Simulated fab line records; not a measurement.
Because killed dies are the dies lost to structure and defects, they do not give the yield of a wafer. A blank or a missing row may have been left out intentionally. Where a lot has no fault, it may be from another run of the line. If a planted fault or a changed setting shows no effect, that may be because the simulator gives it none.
fab line records ; flow n5_finfet ; part 2 of 2: steps 18 to 27 of 27
record: lots: 5; wafers: 15; last_day: 18
route steps=1938 shown BEOL_M3@963
lots untouched by any fault: they come from a run of this same line in which no faults occurred
start_h: hours from the record's first day to the start of the lot's first wafer shown ; wait_h: hours since the lot's step before ; " identical to the entry in the row above ; L1.1+2: several wafers, shown together as one row ; - either no value or no given start ; * or withheld: withheld ; < > ~ a bound
route shown NAME@n: NAME is a module with steps in the file, n the number in the route of the first one ; usual: average and standard deviation across the fault-free wafers ; same: alike in all rows ; chamber/n: place in a boat ; sites: readings site by site ; _std_site: standard deviation across them ; _edge_site: the outer-site mean with the inner-site mean subtracted ; radius_mm: how far each site lies from the wafer's centre ; mask NAME#n: copy n ; behind: the last tool/chamber to shape the wafer ; hold: why the lot went on hold/how many hours it stayed there/how the hold came to an end ; device: transistor that didn't switch, given as n, p or np ; end of line: the tests these same wafers got at the end of their route ; step lacking rows: just its recipe ; killed: the dies lost at the first sort to structure and to defects; this is not the yield of the wafer ; map: the dies of a wafer, with x for killed, . for not killed, _ for no die there
set.NAME: the setting as run; set.NAME@STEP: as run at that earlier step ; model.NAME: the simulator's own value behind a step, which no gauge read
lots seen at some steps along the route; tables by step, rows by wafer
services: the hour from which a tool's chamber was out of use, counted from the record's first day as start_h (under 0 if before that day), plus the number of hours and why
== steps ==
step: N5_BEOL_M3_TRENCH_ETCH_37
recipe: chemistry: C4F6/O2; target_depth_a: 555.55; target: SiOC; time_s: 29.2; ion_energy_ev: 250; pressure_mtorr: 30; source_w: 355; bias_w: 185; Ar_flow_sccm: 300; C4F6_flow_sccm: 10; O2_flow_sccm: 10
usual: drypump_motor_current_A: 5.9/0.67; oes_f_703_au: 0.77/0.057; oes_product_au: 0.77/0.057; rf_vpp_V: 660/15; showerhead_plenum_p_Torr: 2.81/0.069; throttle_valve_pct: 20.74/0.21
lot.wafer;tool;chamber;start_h;wait_h;drypump_motor_current_A;oes_f_703_au;oes_product_au;rf_hours_counter_h;rf_vpp_V;showerhead_plenum_p_Torr;throttle_valve_pct
L074.2;rie_diel-03;1;-;-;5.4;0.86;0.86;36;655;2.90;20.34
L074.3;rie_diel-03;2;-;-;6.6;0.78;0.76;166;636;2.72;20.89
L074.5;rie_diel-03;3;-;-;6.5;0.73;0.73;-;644;2.80;20.73
L076.1;rie_diel-04;2;-;-;6.5;0.89;0.93;5;683;2.79;20.48
L076.2;rie_diel-04;1;-;-;4.7;0.74;0.75;150;675;2.96;20.66
L076.5;rie_diel-04;3;-;-;6.7;0.81;0.85;-;686;2.77;20.70
L083.2;rie_diel-03;0;-;-;6.4;0.77;0.79;95;663;2.84;20.50
L083.3;rie_diel-03;2;-;-;6.6;0.77;0.75;180;637;2.72;20.92
L083.6;rie_diel-03;3;-;-;6.4;0.73;0.72;-;646;2.79;20.75
L082.3;rie_diel-03;0;-;-;6.4;0.78;0.79;97;661;2.84;20.52
L082.4;rie_diel-03;1;-;-;5.4;0.84;0.84;51;652;2.89;20.38
L082.5;rie_diel-03;3;-;-;6.5;0.73;0.72;-;645;2.79;20.77
L095.2;rie_diel-01;1;-;-;4.9;0.66;0.68;228;674;2.70;20.93
L095.5;rie_diel-01;1;-;-;4.9;0.66;0.68;-;674;2.70;20.93
L095.6;rie_diel-01;0;-;-;5.6;0.79;0.78;-;664;2.87;21.04
step: N5_BEOL_M3_ETCH_41
recipe: chemistry: CH3F/O2; target: SiCN; target_depth_a: 299; taper_deg: 2; time_s: 52.5; ion_energy_ev: 120; mask_material: TiN; pressure_mtorr: 30; source_w: 395; bias_w: 75; Ar_flow_sccm: 150; CH3F_flow_sccm: 30; O2_flow_sccm: 20
usual: drypump_motor_current_A: 5.9/0.67; oes_product_au: 0.77/0.057; rf_vpp_V: 296.8/1.4; showerhead_plenum_p_Torr: 1.97/0.051; throttle_valve_pct: 16.23/0.2
lot.wafer;tool;chamber;start_h;wait_h;drypump_motor_current_A;oes_product_au;rf_hours_counter_h;rf_vpp_V;showerhead_plenum_p_Torr;throttle_valve_pct
L074.2;rie_diel-03;1;-;-;5.4;0.86;36;297.9;2.04;15.81
L074.3;rie_diel-03;2;-;-;6.6;0.77;166;296.6;1.91;16.37
L074.5;rie_diel-03;3;-;-;6.4;0.74;-;296.4;1.97;16.30
L076.1;rie_diel-04;2;-;-;6.5;0.92;5;297.2;1.96;15.95
L076.2;rie_diel-04;1;-;-;4.7;0.74;150;298.5;2.08;16.16
L076.5;rie_diel-04;3;-;-;6.8;0.85;-;296.0;1.94;16.13
L083.2;rie_diel-03;0;-;-;6.4;0.79;95;297.9;2.00;16.07
L083.3;rie_diel-03;2;-;-;6.6;0.75;180;296.4;1.91;16.40
L083.6;rie_diel-03;3;-;-;6.4;0.73;-;295.6;1.96;16.32
L082.3;rie_diel-03;0;-;-;6.4;0.78;97;298.3;2.00;16.08
L082.4;rie_diel-03;1;-;-;5.3;0.83;51;298.0;2.03;15.83
L082.5;rie_diel-03;3;-;-;6.5;0.72;-;295.8;1.96;16.33
L095.2;rie_diel-01;1;-;-;4.9;0.67;228;296.3;1.89;16.46
L095.5;rie_diel-01;1;-;-;4.9;0.69;-;294.1;1.89;16.45
L095.6;rie_diel-01;0;-;-;5.6;0.77;-;298.0;2.01;16.48
step: N5_BEOL_M3_STRIP_97
recipe: chemistry: N2/H2; time_s: 10; power_w: 450; temp_c: 40; pressure_mtorr: 20; rf_frequency_hz: 6e+07; bias_power_w: 7; n2_flow_sccm: 200; h2_flow_sccm: 200
usual: drypump_motor_current_A: 5.9/0.67; oes_product_au: 0.77/0.059; rf_vpp_V: 59.0/0.79; showerhead_plenum_p_Torr: 2.50/0.07; throttle_valve_pct: 23.51/0.28
lot.wafer;tool;chamber;start_h;wait_h;drypump_motor_current_A;oes_product_au;rf_hours_counter_h;rf_vpp_V;showerhead_plenum_p_Torr;throttle_valve_pct
L074.2;rie_diel-03;1;-;-;5.4;0.87;36;59.5;2.58;22.88
L074.3;rie_diel-03;2;-;-;6.6;0.77;166;57.7;2.42;23.67
L074.5;rie_diel-03;3;-;-;6.5;0.73;-;58.1;2.53;23.83
L076.1;rie_diel-04;2;-;-;6.5;0.93;5;56.4;2.48;23.00
L076.2;rie_diel-04;1;-;-;4.7;0.75;150;59.5;2.66;23.66
L076.5;rie_diel-04;3;-;-;6.7;0.85;-;59.0;2.47;23.64
L083.2;rie_diel-03;0;-;-;6.4;0.81;95;57.4;2.56;23.54
L083.3;rie_diel-03;2;-;-;6.6;0.76;180;59.7;2.41;23.68
L083.6;rie_diel-03;3;-;-;6.5;0.73;-;59.5;2.52;23.85
L082.3;rie_diel-03;0;-;-;6.4;0.80;97;59.6;2.56;23.57
L082.4;rie_diel-03;1;-;-;5.3;0.83;51;60.4;2.57;22.91
L082.5;rie_diel-03;3;-;-;6.4;0.72;-;59.5;2.52;23.86
L095.2;rie_diel-01;1;-;-;4.9;0.68;228;58.8;2.39;23.74
L095.5;rie_diel-01;1;-;-;4.9;0.68;-;58.9;2.39;23.72
L095.6;rie_diel-01;0;-;-;5.6;0.77;-;59.0;2.54;23.46
step: N5_BEOL_M3_OCD_MEAS_38
usual: trench_depth_nm: 54.8/1
lot.wafer;tool;chamber;start_h;wait_h;trench_depth_nm
L074.2;ocd-02;-;149.91;-;55.4
L074.3;ocd-02;-;149.91;-;55.7
L074.5;ocd-02;-;149.91;-;55.8
L076.1;ocd-02;-;155.21;-;55.3
L076.2;ocd-02;-;155.21;-;55.2
L076.5;ocd-02;-;155.21;-;55.9
L083.2;ocd-02;-;205.13;-;53.9
L083.3;ocd-02;-;205.13;-;55.5
L083.6;ocd-02;-;205.13;-;56.2
L082.3;ocd-02;-;208.76;-;53.8
L082.4;ocd-02;-;208.76;-;55.3
L082.5;ocd-02;-;208.76;-;55.7
L095.2;ocd-01;-;295.31;-;53.5
L095.5;ocd-01;-;295.31;-;53.8
L095.6;ocd-01;-;295.31;-;56.7
step: N5_BEOL_M3_HM_STRIP_39
recipe: chemistry: peroxide_tin_strip; material: TiN; target_depth_a: 250; temp_c: 50; time_s: 158
lot.wafer;tool;chamber;start_h;wait_h
L074.2+3+5;wet_bench-06;1,0,2;149.94;0.0
L076.1+2+5;wet_bench-05;3,4,0;155.25;0.0
L083.2+3+6;wet_bench-06;2,0,6;205.19;0.1
L082.3+4+5;wet_bench-06;5,2,4;208.79;0.0
L095.2+5+6;wet_bench-05;7,6,0;295.34;0.0
step: N5_BEOL_M3_SRD_40
recipe: time_s: 30; temp_c: 23; rinse_liquid: diw; dry: ipa_marangoni
lot.wafer;tool;chamber;start_h;wait_h
L074.2+3+5;wet_bench-06;1,0,2;149.99;0.0
L076.1+2+5;wet_bench-05;3,4,0;155.29;0.0
L083.2+3+6;wet_bench-06;2,0,6;205.24;0.0
L082.3+4+5;wet_bench-06;5,2,4;208.84;0.0
L095.2+5+6;wet_bench-05;7,6,0;295.38;0.0
step: N5_BEOL_M3_PRECLEAN_42
recipe: chemistry: residue_remover; time_s: 60; temp_c: 40
lot.wafer;tool;chamber;start_h;wait_h
L074.2+3+5;wet_bench-06;1,0,2;150.01;0.0
L076.1+2+5;wet_bench-05;3,4,0;155.31;0.0
L083.2+3+6;wet_bench-06;2,0,6;205.26;0.0
L082.3+4+5;wet_bench-06;5,2,4;208.86;0.0
L095.2+5+6;wet_bench-05;7,6,0;295.40;0.0
step: N5_BEOL_M3_SRD_43
recipe: time_s: 30; temp_c: 23; rinse_liquid: diw; dry: ipa_marangoni
lot.wafer;tool;chamber;start_h;wait_h
L074.2+3+5;wet_bench-06;1,0,2;150.02;0.0
L076.1+2+5;wet_bench-05;3,4,0;155.33;0.0
L083.2+3+6;wet_bench-06;2,0,6;205.28;0.0
L082.3+4+5;wet_bench-06;5,2,4;208.88;0.0
L095.2+5+6;wet_bench-05;7,6,0;295.42;0.0
step: N5_BEOL_M3_CD_MEAS_35
recipe: target_cd_nm: 18; target_cd_y_nm: 21; polarity: opening
usual: cd_nm: 17.9/0.39
lot.wafer;tool;chamber;start_h;wait_h;cd_nm
L074.2;cd_sem-03;-;150.07;0.0;18.2
L074.3;cd_sem-03;-;150.07;0.0;17.9
L074.5;cd_sem-03;-;150.07;0.0;17.5
L076.1;cd_sem-03;-;155.37;0.0;17.2
L076.2;cd_sem-03;-;155.37;0.0;18.1
L076.5;cd_sem-03;-;155.37;0.0;18.1
L083.2;cd_sem-02;-;205.32;0.0;18.2
L083.3;cd_sem-02;-;205.32;0.0;18.3
L083.6;cd_sem-02;-;205.32;0.0;18.1
L082.3;cd_sem-02;-;208.93;0.0;17.9
L082.4;cd_sem-02;-;208.93;0.0;18.3
L082.5;cd_sem-02;-;208.93;0.0;17.6
L095.2;cd_sem-01;-;295.46;0.0;18.0
L095.5;cd_sem-01;-;295.46;0.0;18.2
L095.6;cd_sem-01;-;295.46;0.0;18.5
step: N5_BEOL_M3_DEGAS_44
recipe: ambient: vacuum; temp_c: 250; time_s: 60
usual: heater_power_w: 339/32
lot.wafer;tool;chamber;start_h;wait_h;heater_power_w
L074.2;pvd_sputter-01;-;150.53;0.5;393
L074.3;pvd_sputter-01;-;150.53;0.5;355
L074.5;pvd_sputter-01;-;150.53;0.5;391
L076.1;pvd_sputter-02;-;155.81;0.4;344
L076.2;pvd_sputter-02;-;155.81;0.4;365
L076.5;pvd_sputter-02;-;155.81;0.4;360
L083.2;pvd_sputter-01;-;205.67;0.4;403
L083.3;pvd_sputter-01;-;205.67;0.4;293
L083.6;pvd_sputter-01;-;205.67;0.4;370
L082.3;pvd_sputter-01;-;208.97;0.0;296
L082.4;pvd_sputter-01;-;208.97;0.0;369
L082.5;pvd_sputter-01;-;208.97;0.0;299
L095.2;pvd_sputter-01;-;295.55;0.1;295
L095.5;pvd_sputter-01;-;295.55;0.1;297
L095.6;pvd_sputter-01;-;295.55;0.1;370
== services ==
tool;chamber;start_h;hours;kind
ald_sin-01;3;124.68;14.4;repair
wet_bench-06;-;129.39;6.4;repair
ald_sin-01;2;130.05;33.2;repair
rie_diel-01;1;136.98;6.2;repair
euv_scanner-01;-;141.66;1.0;pm
ald_sin-02;0;141.93;1.6;repair
rie_diel-04;3;157.82;7.7;repair
rie_diel-01;3;159.74;5.1;repair
rie_diel-04;0;164.51;10.8;repair
ald_sin-03;-;177.52;14.0;pm
ald_sin-02;-;183.50;0.2;repair
rie_diel-01;0;192.03;15.2;repair
ald_sin-01;0;197.52;1.3;repair
euv_scanner-01;-;197.81;1.0;pm
euv_scanner-01;-;199.14;5.8;pm
rie_diel-01;3;199.51;13.7;repair
wet_bench-05;-;200.86;20.7;repair
rie_diel-01;1;203.97;4.9;repair
rie_diel-01;3;233.71;4.6;repair
euv_scanner-01;-;238.58;12.0;pm
rie_diel-03;-;247.81;0.9;repair
euv_scanner-01;-;253.11;4.6;pm
euv_scanner-01;-;262.31;1.0;pm
rie_diel-03;1;292.57;11.4;repair
